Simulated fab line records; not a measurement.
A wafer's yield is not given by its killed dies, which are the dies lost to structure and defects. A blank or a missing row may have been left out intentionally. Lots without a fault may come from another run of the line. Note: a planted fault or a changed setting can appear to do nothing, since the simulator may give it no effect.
Split-lot experiment -- flow n5-finfet -- 39 wafers read across 7 lots, on a route 1938 steps long

ABOUT THE SPLIT
At N5_GATE_CUT_EXPOSE_10 (exposes mask GATE CUT, target cd 20 nm), the setting dose-mj was moved away from the recipe's 43.25 on 15 of the 39 wafers read, by -6.5% to +4.7%. All remaining wafers had this setting at the recipe value.

FROM THE SPLIT TO THE READING: what the file shows between them, 2 steps
- N5_GATE_CUT_PEB_11: peb time 60 s
- N5_GATE_CUT_DEVELOP_12: develop time 30 s

THE READING
cd-nm, in nm, at N5_GATE_CUT_CD_MEAS_13 (target cd 20 nm). Typical for fault-free wafers on this fab line: 19.92 nm, with standard deviation 0.27 nm.

wafer,"tool, chamber at the split",dose-mj as run,against the recipe,"cd-nm, nm",against lot-mates on the recipe
L076.1,"euv-scanner-01, 0",43.25,recipe,19.80,-
L076.2,"euv-scanner-01, 0",43.25,recipe,19.22,-
L076.3,"euv-scanner-01, 0",41.52,-4.0%,18.68,-0.89
L076.4,"euv-scanner-01, 0",41.52,-4.0%,18.80,-0.77
L076.5,"euv-scanner-01, 0",41.52,-4.0%,18.97,-0.60
L076.6,"euv-scanner-01, 0",43.25,recipe,19.69,-
L077.1,"euv-scanner-01, 0",44.34,+2.5%,20.91,+1.03
L077.2,"euv-scanner-01, 0",44.34,+2.5%,20.63,+0.75
L077.3,"euv-scanner-01, 0",43.25,recipe,20.32,-
L077.4,"euv-scanner-01, 0",43.25,recipe,19.77,-
L077.5,"euv-scanner-01, 0",43.25,recipe,19.55,-
L077.6,"euv-scanner-01, 0",44.34,+2.5%,20.08,+0.20
L078.1,"euv-scanner-02, 0",43.25,recipe,19.90,-
L078.4,"euv-scanner-02, 0",43.25,recipe,19.52,-
L078.6,"euv-scanner-02, 0",43.25,recipe,19.64,-
L084.1,"euv-scanner-02, 0",45.27,+4.7%,21.01,+1.12
L084.2,"euv-scanner-02, 0",45.27,+4.7%,20.85,+0.96
L084.3,"euv-scanner-02, 0",43.25,recipe,19.96,-
L084.4,"euv-scanner-02, 0",45.27,+4.7%,21.08,+1.19
L084.5,"euv-scanner-02, 0",43.25,recipe,19.85,-
L084.6,"euv-scanner-02, 0",43.25,recipe,19.86,-
L085.1,"euv-scanner-02, 0",40.45,-6.5%,18.44,-1.67
L085.2,"euv-scanner-02, 0",40.45,-6.5%,18.43,-1.68
L085.3,"euv-scanner-02, 0",40.45,-6.5%,18.36,-1.75
L085.4,"euv-scanner-02, 0",43.25,recipe,20.20,-
L085.5,"euv-scanner-02, 0",43.25,recipe,20.02,-
L085.6,"euv-scanner-02, 0",43.25,recipe,20.12,-
L092.1,"euv-scanner-02, 0",40.75,-5.8%,18.63,-1.14
L092.2,"euv-scanner-02, 0",40.75,-5.8%,18.84,-0.93
L092.3,"euv-scanner-02, 0",43.25,recipe,19.75,-
L092.4,"euv-scanner-02, 0",43.25,recipe,19.74,-
L092.5,"euv-scanner-02, 0",40.75,-5.8%,18.63,-1.14
L092.6,"euv-scanner-02, 0",43.25,recipe,19.81,-
L094.1,"euv-scanner-02, 0",43.25,recipe,19.97,-
L094.2,"euv-scanner-02, 0",43.25,recipe,19.82,-
L094.3,"euv-scanner-02, 0",43.25,recipe,19.88,-
L094.4,"euv-scanner-02, 0",43.25,recipe,19.90,-
L094.5,"euv-scanner-02, 0",43.25,recipe,19.43,-
L094.6,"euv-scanner-02, 0",43.25,recipe,19.65,-

FIT RESULTS
A straight line over all 39 wafers: cd-nm changes by +0.226 nm for each +1% of dose-mj; r = +0.95; the points scatter about the line by 0.23 nm.
The same after taking each lot's own level away (the mean of its wafers on the recipe; 39 wafers): +0.227 nm for each +1%; r = +0.96; scatter 0.21 nm.
Per that fit: largest dose-mj move, reading shift of 1.5 nm.
The lots' own levels span 19.570 to 20.113 nm, that is 2.0 times the standard deviation above.
The two slopes agree, so the slope changes little with the lot-to-lot level.
Check: for one of the wafers moved furthest among these (-6.5%), held out of the fit, the line's prediction against its lot-mates is -1.42 nm. It came out at -1.67 nm against them.

THESE WAFERS: OTHER SPLITS
Before the reading, these wafers also passed through other splits. Each is held against what the fit with the lots' levels taken away leaves over:
other split on the same wafers,wafers away from the commonest value,r with cd-nm (lot level and that fit taken away)
N5_FIN_SAQP_HM_DEP_72 time-s,9,-0.11
N5_FIN_CUT_CUT_ETCH_26 time-s,15,+0.20

THE WHOLE CHAIN: every reading that the file lists as answering this split, in the file's order
step,what it does,reading,change (the file's fit),r (the file's)
N5_GATE_CUT_CD_MEAS_13,target cd 20 nm,cd-nm,+0.226 nm for each +1% of the setting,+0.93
N5_GATE_CUT_DESCUM_18,"chemistry O2, time 7 s","GATE_CUT.cd-nm (the simulator's own value, which no gauge read)",+0.236 nm for each +1% of the setting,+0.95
N5_GATE_CUT_ETCH_28,"etches underlayer in N2/H2, target depth 13 nm, time 10.4 s","GATE_CUT.cd-nm (the simulator's own value, which no gauge read)",+0.235 nm for each +1% of the setting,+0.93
N5_GATE_CUT_ETCH_37,"etches SOC in N2/H2, target depth 60 nm, overetch 12 nm, time 90 s","GATE_CUT.cd-nm (the simulator's own value, which no gauge read)",+0.219 nm for each +1% of the setting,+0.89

FILE'S OWN FIT
cd-nm changes by +0.226 nm for each +1% of dose-mj, r = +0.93.
